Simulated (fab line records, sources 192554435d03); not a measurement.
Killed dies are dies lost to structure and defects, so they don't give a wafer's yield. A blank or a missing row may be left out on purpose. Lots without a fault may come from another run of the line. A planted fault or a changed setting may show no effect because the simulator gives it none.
fab line records | flow n5_finfet
record lots=4 wafers=12 last_day=16
route steps=1938 shown MOL_CONTACT_COAG@542 BEOL_M4@1111 PASSIVATION@1936
lots that met no fault: from a run of the same line without faults
start_h: hours from the record's first day to the start of the lot's first wafer shown | wait_h: hours since the lot's step before | " the same as in the row above | L1.1+2: a row that stands for several wafers | - no value, or no start given | * or withheld: withheld | < > ~ a bound
route shown NAME@n: a module of which the file shows steps, and the number in the route of the first | usual: mean/standard deviation of fault-free wafers | same: alike in all rows | chamber/n: place in a boat | sites: the reading at each site | _std_site: their standard deviation | _edge_site: outer sites' mean less inner sites' | radius_mm: how far each site lies from the wafer's centre | mask NAME#n: copy n | behind: the tool/chamber that last shaped the wafer | hold: why the lot was held/for how many hours/how that ended | device: the transistor (n, p or np) that didn't switch | end of line: the same wafers' tests at the end of the route | a step without rows: its recipe alone | killed: dies lost to structure and defects at the first sort, not the wafer's yield | map: a wafer's dies, x killed, . not, _ none there
set.NAME: the setting as run; set.NAME@STEP: as run at that earlier step | model.NAME: the simulator's own value behind a step, which no gauge read
lots at some steps of the route; a table a step, a row a wafer
services: from which hour (start_h, from the record's first day; less than 0 if before it) a tool's chamber was out of use, for how many hours, and why
## steps
# step N5_MOL_CONTACT_COAG_PRECLEAN_111
# recipe chemistry=NF3:NH3 afs_cycles=1 temp_c=30 time_s=20 sublimation_temp_c=180 sublimation_time_s=60 pressure_torr=3 rf_power_w=30
# step N5_MOL_CONTACT_COAG_TI_SIL_19
# recipe material=Ti target_thk_a=42 temp_c=200 chamber_pressure_pa=5 power_w=5000 time_s=15
# step N5_MOL_CONTACT_COAG_ALD_20
# recipe material=TiN target_thk_a=15 temp_c=400 ald_precursor_family=TiCl4 ald_co_reactant=NH3 pulse_time_s=1 purge_time_s=3 co_reactant_purge_time_s=2 co_reactant_pulse_time_s=2 ald_cycles=68 pressure_torr=3
# step N5_MOL_CONTACT_COAG_SIL_ANNEAL_21
# recipe temp_c=550 time_s=60 ambient=N2
# step N5_MOL_CONTACT_COAG_PRE_CLEAN_141
# recipe gas=H2/He time_s=60 temp_c=300
# step N5_MOL_CONTACT_COAG_SPUTTER_143
# recipe material=Co target_thk_a=25 temp_c=25 chamber_pressure_pa=0.2
# step N5_MOL_CONTACT_COAG_CO_FILL_22
# recipe material=Co target_thk_a=200 temp_c=200 precursor=CCTBA/H2 pressure_torr=30
# step N5_MOL_CONTACT_COAG_ANNEAL_113
# recipe temp_c=400 time_s=300 ambient=H2/N2
# step N5_MOL_CONTACT_COAG_PRE_CLEAN_142
# recipe gas=H2/He time_s=60 temp_c=300
# step N5_MOL_CONTACT_COAG_SPUTTER_130
# recipe material=Co target_thk_a=475 temp_c=25 chamber_pressure_pa=0.5 power_w=3000
# step N5_MOL_CONTACT_COAG_PRECLEAN_125
# recipe chemistry=DIW time_s=57.5 temp_c=23
# step N5_MOL_CONTACT_COAG_SRD_126
# recipe dry_time_s=32 dry=n2_spin spin_rpm=1500
# step N5_MOL_CONTACT_COAG_CMP_23
# recipe stop_on=SiO2 t_overpolish_s=1.5 post_cmp_clean=cu_alkaline down_force_psi=2 platen_rpm=50.289 pad_velocity_m_s=1.0006 target_thk_nm=0
# usual head_pressure_psi=2.001/0.0041 motor_current_A=8.5/1.3 overpolish_run_s=1.499/0.0084 time_to_endpoint_s=8.4/2.8
# columns lot.wafer tool chamber start_h wait_h head_pressure_psi motor_current_A overpolish_run_s time_to_endpoint_s model.SiNx_of_GATE_CUT_SAC_CAP_01.thk_nm
L124.1 cmp-03 0 134.33 0.1 2.214 7.3 1.496 8.5 17.8
L124.4 " 2 " " 2.206 8.6 1.498 3.9 18
L124.5 " 0 " " 2.215 7.4 1.501 11.5 18
L126.4 cmp-03 2 146.08 0.0 2.207 8.9 1.501 6.6 18.2
L126.3 " 3 " " 2.212 8.1 1.495 4.6 18
L126.6 " 2 " " 2.204 8.3 1.502 8.0 18
L127.1 cmp-04 0 156.31 0.1 2.003 7.6 1.506 8.7 18.2
L127.3 " 1 " " 1.992 9.6 1.509 11.4 18.4
L127.6 " 0 " " 2.009 7.7 1.486 10.2 18.2
L136.3 cmp-03 1 208.50 0.0 2.004 11.1 1.493 6.0 18.2
L136.2 " 2 " " 1.993 8.2 1.516 4.3 18.2
L136.4 " 0 " " 2.001 7.1 1.481 9.1 18.2
# step N5_MOL_CONTACT_COAG_WET_ETCH_26
# recipe target=Co target_depth_nm=13
# step N5_MOL_CONTACT_COAG_WET_ETCH_116
# recipe chemistry=SC1-inhibited target_depth_nm=4.6 dry=ipa_marangoni rinse_time_s=30 rinse_temp_c=23
# step N5_MOL_CONTACT_COAG_ALD_27
# recipe material=SiOC target_thk_a=170 temp_c=400 ald_precursor_family=carbosiloxane ald_co_reactant=H2-plasma pulse_time_s=1.5 time_s=2720 purge_time_s=2 co_reactant_purge_time_s=2 ald_cycles=340 pressure_torr=2
# step N5_MOL_CONTACT_COAG_CMP_28
# recipe stop_on=SiNx t_overpolish_s=0.85 post_cmp_clean=alkaline_brush down_force_psi=4.15 platen_rpm=51.8 pad_velocity_m_s=1.0307 target_thk_nm=14.522
# step N5_MOL_CONTACT_COAG_ALD_123
# recipe material=SiNx target_thk_a=50 temp_c=400 ald_precursor_family=SiH2I2 ald_co_reactant=N2/H2-plasma pulse_time_s=1 purge_time_s=2 co_reactant_purge_time_s=2 ald_cycles=100 pressure_torr=2
# step N5_MOL_CONTACT_COAG_PECVD_31
# recipe material=SiO2 target_thk_a=460 temp_c=400 precursor=TEOS/O2 pressure_torr=6.5 rf_w=withheld teos_flow_sccm=withheld gas=O2 flow_sccm=2650 time_s=8.9
# step N5_MOL_CONTACT_COAG_COAT_75
# recipe resist=SOC temp_c=250 time_s=60 spin_rpm=1500 resist_thk_nm=60
# step N5_MOL_CONTACT_COAG_COAT_76
# recipe resist=SiARC temp_c=220 time_s=60 spin_rpm=1500 resist_thk_nm=10
# step N5_MOL_CONTACT_COAG_COAT_77
# recipe resist=underlayer temp_c=205 time_s=60 spin_rpm=1500 resist_thk_nm=10
# step N5_MOL_CONTACT_COAG_COAT_78
# recipe resist=CAR-EUV spin_rpm=1500 resist_thk_nm=40
# step N5_MOL_CONTACT_COAG_EBR_80
# recipe solvent=PGMEA ebr_width_mm=1.5
# step N5_MOL_CONTACT_COAG_SOFTBAKE_79
# recipe temp_c=110 time_s=60 resist=CAR-EUV
# step N5_MOL_CONTACT_COAG_EXPOSE_81
# recipe mask_id=VG na=0.33 source_shape=annular sigma_inner=0.3 sigma_outer=0.7 polarization=unpolarized defocus_nm=0 dose_mj=59.5
# step N5_MOL_CONTACT_COAG_PEB_82
# recipe peb_temp_c=100 peb_time_s=60 resist=CAR-EUV
# step N5_MOL_CONTACT_COAG_DEVELOP_83
# recipe develop_time_s=30 developer=TMAH resist=CAR-EUV rinse_liquid=surfactant_rinse dry=air_spin dev_temp_c=23
# step N5_MOL_CONTACT_COAG_DESCUM_88
# recipe chemistry=O2 time_s=7 source_power_w=50 bias_power_w=20 pressure_mtorr=20 rf_frequency_hz=2.712e+07 temp_c=40 resist=CAR-EUV o2_flow_sccm=225
# step N5_MOL_CONTACT_COAG_ETCH_89
# recipe chemistry=N2/H2 target=underlayer target_depth_a=130 mask_material=CAR-EUV time_s=10.4 ion_energy_ev=200 pressure_mtorr=30 source_w=840 bias_w=150 n2_flow_sccm=200 h2_flow_sccm=200 ends=cleared
# step N5_MOL_CONTACT_COAG_ETCH_90
# recipe chemistry=CF4 target=SiARC target_depth_a=130 mask_material=CAR-EUV time_s=21.7 ion_energy_ev=80 pressure_mtorr=40 source_w=545 bias_w=36 Ar_flow_sccm=100 cf4_flow_sccm=100 ends=cleared
# step N5_MOL_CONTACT_COAG_ALD_131
# recipe material=SiO2 target_thk_a=50 temp_c=100 ald_precursor_family=BDEAS ald_co_reactant=O2-plasma pulse_time_s=1 co_reactant_pulse_time_s=1 purge_time_s=2 co_reactant_purge_time_s=2 ald_cycles=35 pressure_torr=2
# step N5_MOL_CONTACT_COAG_ETCHBACK_132
# recipe chemistry=CHF3 target=SiO2 target_depth_a=100 time_s=6.7 ion_energy_ev=200 pressure_mtorr=30 source_w=610 bias_w=170 Ar_flow_sccm=200 CHF3_flow_sccm=50
# step N5_MOL_CONTACT_COAG_ETCH_91
# recipe chemistry=N2/H2 target=SOC target_depth_a=600 overetch_a=210 mask_material=SiARC temp_c=40 time_s=101.2 ion_energy_ev=200 pressure_mtorr=30 source_w=840 bias_w=150 n2_flow_sccm=200 h2_flow_sccm=200
# step N5_MOL_CONTACT_COAG_STRIP_92
# recipe chemistry=N2/H2 temp_c=40 n2_flow_sccm=200 h2_flow_sccm=200 rf_frequency_hz=6e+07
# step N5_MOL_CONTACT_COAG_STRIP_93
# recipe chemistry=N2/H2 temp_c=40 n2_flow_sccm=200 h2_flow_sccm=200 rf_frequency_hz=6e+07
# step N5_MOL_CONTACT_COAG_ETCH_47
# recipe chemistry=CH3F/O2 target=SiNx target_depth_a=270 mask_material=SiO2 stop_on=W over_etch_frac=0.2 ion_energy_ev=120 endpoint=OES-CN pressure_mtorr=30 source_w=395 bias_w=73 Ar_flow_sccm=150 CH3F_flow_sccm=30 O2_flow_sccm=20 ends=end_point
# usual drypump_motor_current_A=5.7/0.48 etch_rf_on_time_s=31.0/0.89 oes_product_au=0.70/0.079 rf_vpp_V=301/8.9 showerhead_plenum_p_Torr=2.03/0.087 throttle_valve_pct=16.39/0.21
# same over_etch_frac=0.2
# columns lot.wafer tool chamber start_h wait_h drypump_motor_current_A etch_rf_on_time_s oes_product_au rf_hours_counter_h rf_vpp_V showerhead_plenum_p_Torr throttle_valve_pct model.etch.depth_nm
L124.1 rie_diel-04 2 138.98 0.0 5.1 28.7 0.77 50 306 2.13 16.14 17.56
L124.4 " 3 " " 5.0 30.0 0.65 189 292 1.91 16.45 17.72
L124.5 " 1 " " 5.9 31.0 0.83 - 286 1.96 16.21 17.68
L126.3 rie_diel-01 1 150.45 0.0 5.7 31.6 0.65 187 295 1.91 16.32 17.73
L126.4 " 0 " " 6.5 31.0 0.74 60 298 2.05 16.18 17.79
L126.6 " 1 " " 5.7 31.7 0.64 - 295 1.91 16.34 17.75
L127.1 rie_diel-04 2 161.05 0.0 5.1 29.2 0.76 58 305 2.12 16.15 17.9
L127.3 " 3 " " 5.1 30.1 0.64 197 292 1.91 16.47 17.99
L127.6 " 1 " " 5.8 31.2 0.81 - 286 1.96 16.21 17.95
L136.2 rie_diel-03 0 214.16 0.0 6.2 32.3 0.62 200 300 2.07 16.67 17.93
L136.3 " 2 " " 6.0 30.1 0.69 167 299 1.91 16.38 17.91
L136.4 " 1 " " 5.2 28.9 0.79 68 307 2.12 16.12 17.79
# step N5_BEOL_M4_RC_MEAS_101
# usual DIBL_N=36.7/2.4 DIBL_P=37.4/2.9 IOFF_N=0.18/0.05 IOFF_P=0.23/0.058 ION_N=683/16 ION_P=467/11 SS_N=71.7/0.77 SS_P=73.5/0.87 VT_N=249/4.3 VT_P=-250/4.4
# columns lot.wafer tool chamber start_h wait_h DIBL_N[mV/V] DIBL_P[mV/V] IOFF_N[nA/um] IOFF_P[nA/um] ION_N[uA/um] ION_P[uA/um] SS_N[mV/dec] SS_P[mV/dec] VT_N[mV] VT_P[mV]
L124.1 prober-02 0 202.78 0.0 39.8 40.4 0.26 0.29 707 472 73.0 73.8 242 -246
L124.4 " 0 " " 40.2 42.7 0.28 0.34 688 471 72.0 75.4 242 -245
L124.5 " 0 " " 33.9 35.4 0.14 0.19 661 460 70.8 73.2 251 -249
L126.3 prober-01 0 216.41 0.3 36.3 35.3 0.16 0.23 666 463 71.4 73.6 252 -247
L126.4 " 0 " " 38.7 38.6 0.22 0.29 695 478 71.9 74.1 243 -245
L126.6 " 0 " " 38.0 37.9 0.19 0.27 698 487 72.1 74.4 247 -242
L127.1 prober-01 0 224.21 0.0 35.2 34.6 0.12 0.15 669 453 71.3 72.5 255 -260
L127.3 " 0 " " 36.8 37.6 0.15 0.18 673 454 71.0 72.8 249 -256
L127.6 " 0 " " 38.6 39.5 0.20 0.21 700 474 71.6 74.0 246 -253
L136.2 prober-01 0 278.30 0.2 32.3 32.5 0.12 0.17 680 467 70.5 72.4 251 -250
L136.3 " 0 " " 36.7 37.5 0.19 0.24 672 453 72.3 73.9 246 -246
L136.4 " 0 " " 36.2 38.1 0.20 0.26 699 479 72.0 73.8 244 -247
# step N5_PASSIVATION_PROBE_49
# usual defect_limited_yield=91.4/1.6 killed_at_M0_to_M3=31/11 killed_at_M4_up=14/5.7 killed_at_contacts=12/6 killed_at_front_end=41/13 killed_at_other=3.3/2.8 killed_dies=101/19 killed_on_rim=13/3.9 killed_open=67/14 killed_short=33/8.2 sort_bin_4_leakage=0.0/0.37 sort_bin_5_function=5.0/1.1 sort_bin_6_memory=3.3/0.74 sort_n_pass=1078/20 sort_yield_pct=91.3/1.7
# same gross_dies=1180 killed_at_back_side=0 sort_bin_8_speed[%]=0
# columns lot.wafer tool chamber start_h wait_h defect_limited_yield[%] killed_at_M0_to_M3 killed_at_M4_up killed_at_contacts killed_at_front_end killed_at_other killed_dies killed_on_rim killed_open killed_short sort_bin_4_leakage[%] sort_bin_5_function[%] sort_bin_6_memory[%] sort_n_pass sort_yield_pct[%]
L124.1 prober-01 - 305.70 0.0 89.2 26 19 21 61 1 128 19 94 34 0 6.5 4.0 1052 89.2
L124.4 prober-01 - 305.85 0.2 93.4 13 14 6 44 1 78 12 50 23 0.1 3.3 2.6 1101 93.3
L124.5 prober-01 - 305.90 0.2 89.7 21 23 6 64 8 122 15 75 43 0 6.7 3.1 1058 89.7
L126.3 prober-01 - 311.14 0.1 91.1 33 17 22 33 0 105 15 61 40 0 5.6 3.2 1075 91.1
L126.4 prober-01 - 311.19 0.2 92.2 23 12 14 42 1 92 8 65 26 0 4.5 3.1 1088 92.2
L126.6 prober-01 - 311.29 0.3 91.8 33 11 12 37 4 97 15 70 21 0 4.2 3.3 1083 91.8
L127.1 prober-01 - 324.56 0.0 91.5 34 12 3 48 3 100 13 69 30 0 5.1 3.2 1080 91.5
L127.3 prober-01 - 324.66 0.1 91.4 27 9 5 58 2 101 14 58 43 0 5.3 3.0 1079 91.4
L127.6 prober-01 - 324.81 0.3 89.9 33 12 5 67 2 119 18 75 42 0 5.7 3.8 1061 89.9
L136.2 prober-01 - 380.92 0.1 95.3 13 18 7 13 5 56 5 35 20 0 2.8 1.8 1124 95.3
L136.3 prober-01 - 380.97 0.1 91.9 27 17 16 29 6 95 7 57 38 0 5.2 2.6 1085 91.9
L136.4 prober-01 - 381.02 0.2 91.6 26 16 24 30 3 99 10 70 28 0 5.1 2.9 1081 91.6
# killed by level:class
L124.1 MOL_CONTACT_COAG:geometric_particle:open=17 FIN_SAQP:geometric_particle:open=14 FIN_SAQP:geometric_particle:short=12 STI_FIN_REVEAL:geometric_particle:open=11 BEOL_M3:geometric_particle:open=7 DUMMY_GATE:geometric_particle:open=7 BEOL_M0_SAQP:geometric_particle:open=7 BEOL_M0_SAQP:geometric_particle:short=7
L124.4 FIN_SAQP:geometric_particle:open=14 FIN_SAQP:geometric_particle:short=8 STI_FIN_REVEAL:geometric_particle:open=6 BEOL_M4:geometric_particle:open=6 HKMG_FIN:area_etch=5 MOL_CONTACT_COAG:geometric_particle:open=4 BEOL_M2:geometric_particle:open=4 DUMMY_GATE:geometric_particle:open=3
L124.5 FIN_SAQP:geometric_particle:short=18 FIN_SAQP:geometric_particle:open=17 STI_FIN_REVEAL:geometric_particle:open=10 BEOL_M0_SAQP:geometric_particle:short=6 DUMMY_GATE:geometric_particle:open=5 GATE_CUT:geometric_particle:short=5 MOL_CONTACT_COAG:geometric_particle:open=5 BEOL_M3:geometric_particle:open=5
L126.3 MOL_CONTACT_COAG:geometric_particle:open=16 BEOL_M0_SAQP:geometric_particle:short=11 BEOL_M0_SAQP:geometric_particle:open=7 FIN_SAQP:geometric_particle:open=6 MOL_CONTACT_COAG:geometric_particle:short=6 BEOL_M3:geometric_particle:open=6 BEOL_M4:geometric_particle:open=5 STI_FIN_REVEAL:geometric_particle:open=4
L126.4 FIN_SAQP:geometric_particle:open=17 MOL_CONTACT_COAG:geometric_particle:open=13 BEOL_M0_SAQP:geometric_particle:short=10 BEOL_M0_SAQP:geometric_particle:open=7 BEOL_M4:geometric_particle:open=6 GATE_CUT:geometric_particle:short=5 STARTING-WAFER:geometric_particle:open=5 STI_FIN_REVEAL:geometric_particle:open=4
L126.6 BEOL_M0_SAQP:geometric_particle:open=16 STI_FIN_REVEAL:geometric_particle:open=14 MOL_CONTACT_COAG:geometric_particle:open=11 BEOL_M0_SAQP:geometric_particle:short=10 HKMG_FIN:area_etch=4 FIN_SAQP:geometric_particle:open=3 BEOL_M0:geometric_particle:open=3 BEOL_M4:geometric_particle:open=3
L127.1 FIN_SAQP:geometric_particle:open=12 BEOL_M0_SAQP:geometric_particle:open=11 STI_FIN_REVEAL:geometric_particle:open=10 BEOL_M0_SAQP:geometric_particle:short=8 BEOL_M1:geometric_particle:open=7 FIN_SAQP:geometric_particle:short=6 BEOL_M4:geometric_particle:open=6 GATE_CUT:geometric_particle:short=4
L127.3 FIN_SAQP:geometric_particle:open=18 FIN_SAQP:geometric_particle:short=15 BEOL_M2:geometric_particle:open=9 STI_FIN_REVEAL:geometric_particle:open=8 BEOL_M0_SAQP:geometric_particle:short=8 STI_FIN_REVEAL:geometric_particle:short=5 MOL_CONTACT_COAG:geometric_particle:open=4 BEOL_M4:geometric_particle:open=4
L127.6 STI_FIN_REVEAL:geometric_particle:open=14 FIN_SAQP:geometric_particle:open=12 FIN_SAQP:geometric_particle:short=12 BEOL_M1:geometric_particle:open=6 BEOL_M2:geometric_particle:open=6 GATE_CUT:geometric_particle:short=6 MOL_CONTACT_COAG:geometric_particle:open=5 BEOL_M0_SAQP:geometric_particle:short=5
L136.2 BEOL_M5:geometric_particle:open=9 BEOL_M0_SAQP:geometric_particle:short=5 MOL_CONTACT_COAG:geometric_particle:open=4 BEOL_M3:geometric_particle:open=4 FIN_SAQP:geometric_particle:open=3 MOL_CONTACT_COAG:geometric_particle:short=3 BEOL_M4:geometric_particle:open=3 BEOL_M7:geometric_particle:open=3
L136.3 MOL_CONTACT_COAG:geometric_particle:open=9 STI_FIN_REVEAL:geometric_particle:open=8 MOL_CONTACT_COAG:geometric_particle:short=7 DUMMY_GATE:geometric_particle:open=6 BEOL_M2:geometric_particle:open=6 BEOL_M5:geometric_particle:open=6 BEOL_M0_SAQP:geometric_particle:open=5 BEOL_M3:geometric_particle:open=5
L136.4 MOL_CONTACT_COAG:geometric_particle:open=19 STI_FIN_REVEAL:geometric_particle:open=9 FIN_SAQP:geometric_particle:open=7 BEOL_M0_SAQP:geometric_particle:short=6 BEOL_M0_SAQP:geometric_particle:open=6 MOL_CONTACT_COAG:geometric_particle:short=5 BEOL_M4:geometric_particle:open=5 BEOL_M2:geometric_particle:open=4
## services
# columns tool chamber start_h hours kind
rie_diel-01 1 119.12 7.1 repair
cmp-03 - 121.86 1.9 repair
cmp-04 - 123.58 4.3 pm
rie_diel-01 2 133.21 - clean
rie_diel-01 2 133.21 - consumable_replace:focus_ring
rie_diel-01 2 133.21 - consumable_replace:showerhead
rie_diel-01 2 133.21 16.2 scheduled_down
rie_diel-01 2 133.21 16.2 vent_cycle
rie_diel-03 0 159.33 1.3 repair
cmp-04 - 176.16 0.5 repair
rie_diel-04 - 180.48 69.8 repair
cmp-04 - 183.18 3.0 repair
rie_diel-03 1 185.26 8.8 repair
rie_diel-03 3 194.43 6.1 repair
## key
first_sign step=N5_MOL_CONTACT_COAG_CMP_23 reading=head_pressure_psi direction=up sigmas=51 usual=2.001 struck=2.210
effect none on later readings
model_effect step=N5_MOL_CONTACT_COAG_CMP_23 value=SiNx_of_GATE_CUT_SAC_CAP_01.thk_nm without=18.27 struck=18
model_effect step=N5_MOL_CONTACT_COAG_ETCH_47 value=etch.depth_nm without=17.92 struck=17.7
met_at N5_MOL_CONTACT_COAG_CMP_23
struck_wafers L124.1,L124.4,L124.5,L126.3,L126.4,L126.6
fault kind=process_parameter_drift tool=cmp-03 chamber=- onset_h=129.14 steps=N5_MOL_CONTACT_COAG_CMP_23 channel=down_force_psi offset=0.21318 shape=step end_h=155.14 acts_in=these_recipes_only stated=2
